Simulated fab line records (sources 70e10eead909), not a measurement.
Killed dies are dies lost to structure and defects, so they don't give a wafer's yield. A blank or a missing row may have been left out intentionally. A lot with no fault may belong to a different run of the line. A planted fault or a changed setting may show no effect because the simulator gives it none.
A lot that was struck, set against a sound lot -- flow nand harc -- 43 steps out of a route of 1302
Sound: the wafers L559.1, L559.3, L559.6. Struck: wafer L569.6 (left out: L569.3, a lot-mate that was not struck); the cause follows at the end.
Each step with rows lists, per side, the tool, then ch with its chambers, then its first start. Under that, the readings that differ: sound wafers -- struck wafers -- difference of the means -- sigmas: that difference in standard deviations of wafers without a fault.
alike: a reading whose means differ by less than 2 such deviations, as well as words and numbers matching on both sides. not compared: withheld readings; readings where some wafer has no value; bounds like >300 that might hide an equal value; numbers whose values overlap and for which the record gives no deviation.
A row with sigmas, a row that says differs or no value, or rows on one side alone: a step with any of these is where the two part. Numbers that don't overlap but have no deviation are shown without sigmas and don't part them. Lack of a reading on every wafer of one side parts them only where that side has two or more wafers.

first, 1 step without rows for these wafers: NHARC_A_CONTACT_ETCH_131 (etches the open film in C4F8/O2/Ar, time 197 s, target depth 1918 nm).
NHARC_A_CONTACT_ETCH_132: etches the open film in C4F8/O2/Ar, time 197 s, target depth 1924 nm.
  sound on har cap etch-03 ch 0,1, day 23 03:14; struck on har cap etch-03 ch 0, day 27 06:10
  not compared: rf hours counter h
NHARC_A_CONTACT_ETCH_133: etches the open film in C4F8/O2/Ar, time 374 s, target depth 1610 nm.
  sound on har cap etch-03 ch 0,1, day 23 03:28; struck on har cap etch-03 ch 0, day 27 06:28
  not compared: rf hours counter h
then, 1 step without rows for these wafers: NHARC_A_CONTACT_ETCH_91 (etches the open film in CH3F/O2, target depth 40 nm, time 85.7 s).
NHARC_A_CONTACT_ETCH_97: etches the open film in C4F6/O2, target depth 20 nm, time 10 s.
  sound on rie diel-09 ch 1,2,3, day 23 04:21; struck on rie diel-09 ch 1
  alike: drypump motor current A, o2 flow sccm, oes product au, rf vpp V, showerhead plenum p Torr, throttle valve pct
  not compared: rf hours counter h
NHARC_A_CONTACT_CD_MEAS_80:
  sound on cd sem-01, day 23 04:26; struck on cd sem-03, day 27 07:16
  alike: cd nm
then, 6 steps without rows for these wafers: NHARC_A_CONTACT_STRIP_103 (strips in N2/H2); NHARC_A_CONTACT_STRIP_104 (strips in CF4/CHF3); NHARC_A_CONTACT_STRIP_105 (strips in O2/COS); NHARC_A_CONTACT_ETCH_106 (etches the open film in CF4/O2, target depth 90 nm, overetch 9 nm, time 49.5 s); NHARC_A_CONTACT_STRIP_82 (strips in O2); NHARC_A_CONTACT_STRIP_83 (strips in post etch residue remover, time 600 s).
NHARC_A_CONTACT_DEP_84: deposits aC, target thk 2800 nm.
  sound on acl dep-03 ch 0, day 23 06:05; struck on acl dep-02 ch 0, day 27 11:05
  alike: throttle valve pct
then, 11 steps without rows for these wafers: NHARC_A_CONTACT_DEP_85 (deposits SiON, target thk 60 nm); NHARC_A_CONTACT_DEHYDRATE_00 (time 120 s); NHARC_A_CONTACT_HMDS_01 (time 30 s); NHARC_A_CONTACT_COAT_86 (time 75 s); NHARC_A_CONTACT_COAT_87 (time 65 s); NHARC_A_CONTACT_COAT_02 (resist thk 90 nm); NHARC_A_CONTACT_SOFTBAKE_03 (time 55 s); NHARC_A_CONTACT_EBR_04; NHARC_A_CONTACT_EXPOSE_05 (exposes mask A CC); NHARC_A_CONTACT_PEB_06 (peb time 65 s); NHARC_A_CONTACT_DEVELOP_07 (develop time 35 s).
NHARC_A_CONTACT_CD_MEAS_08: target cd 200 nm.
  sound on cd sem-01 ch 0, day 23 08:35; struck on cd sem-01 ch 0, day 27 13:16
reading,sound,struck,difference,sigmas
cd nm (nm),201.3 200.9 200.9,198.8,-2.2,-4
NHARC_A_CONTACT_OVL_MEAS_09:
  sound on overlay-01, day 23 08:41; struck on overlay-02, day 27 13:20
  alike: overlay x nm, overlay y nm
NHARC_A_CONTACT_INSPECT_10:
  sound on defect inspect-02, day 23 08:43; struck on defect inspect-01, day 27 13:23
reading,sound,struck,difference,sigmas
raw defect count,106 108 109,18,-90,-3
then, 1 step without rows for these wafers: NHARC_A_CONTACT_DESCUM_13 (chemistry O2, time 3 s).
NHARC_A_CONTACT_ETCH_88: etches the open film in CF4, target depth 39 nm, time 65 s.
  sound on rie diel-09 ch 1,2, day 23 08:52; struck on rie diel-09 ch 0, day 27 13:32
  alike: drypump motor current A, oes product au, rf vpp V, showerhead plenum p Torr, throttle valve pct
  not compared: rf hours counter h
then, 1 step without rows for these wafers: NHARC_A_CONTACT_ETCH_89 (etches the open film in N2/H2, target depth 260 nm, time 475.3 s).
NHARC_A_CONTACT_ETCH_30: etches the open film in CF4/CHF3, target depth 72.6 nm, time 36.3 s.
  sound: rie diel-09 ch 0,2,3; struck: rie diel-09 ch 2
  alike: drypump motor current A, oes product au, rf vpp V, showerhead plenum p Torr, throttle valve pct
  not compared: rf hours counter h
then, 9 steps without rows for these wafers: NHARC_A_CONTACT_ETCH_31 (etches the open film in O2/COS, target depth 2800 nm, time 728 s); NHARC_A_CONTACT_ETCH_134 (etches the open film in C4F8/O2/Ar, time 140 s, target depth 700 nm); NHARC_A_CONTACT_ETCH_135 (etches the open film in C4F8/O2/Ar, time 311 s, target depth 1912 nm); NHARC_A_CONTACT_ETCH_136 (etches the open film in C4F8/O2/Ar, time 311 s, target depth 1912 nm); NHARC_A_CONTACT_ETCH_137 (etches the open film in C4F8/O2/Ar, time 311 s, target depth 1912 nm); NHARC_A_CONTACT_ETCH_138 (etches the open film in C4F8/O2/Ar, time 311 s, target depth 1914 nm); NHARC_A_CONTACT_ETCH_139 (etches the open film in C4F8/O2/Ar, time 195 s, target depth 840 nm); NHARC_A_CONTACT_ETCH_92 (etches the open film in CH3F/O2, target depth 40 nm, time 85.7 s); NHARC_A_CONTACT_ETCH_98 (etches the open film in C4F6/O2, target depth 20 nm, time 10 s).
NHARC_A_CONTACT_CD_MEAS_15:
  sound on cd sem-03, day 23 12:29; struck on cd sem-01, day 27 16:38
  alike: cd nm
then, 1 step without rows for these wafers: NHARC_A_CONTACT_STRIP_107 (strips in N2/H2).
-- the record jumps here: 2 days lie between the struck wafers' starts before and after (it left off in module A_CONTACT and takes up again in module END, whose first step shown is number 1302 of the route) --
NHARC_END_SORT_01:
  here the record holds rows for the struck wafers (prober-01 ch 0, day 29 18:59) but none for the sound ones

WHERE THEY PART
Last at NHARC_END_SORT_01 as far as this record goes, first at NHARC_A_CONTACT_CD_MEAS_08.

WHY: what the simulator had put in
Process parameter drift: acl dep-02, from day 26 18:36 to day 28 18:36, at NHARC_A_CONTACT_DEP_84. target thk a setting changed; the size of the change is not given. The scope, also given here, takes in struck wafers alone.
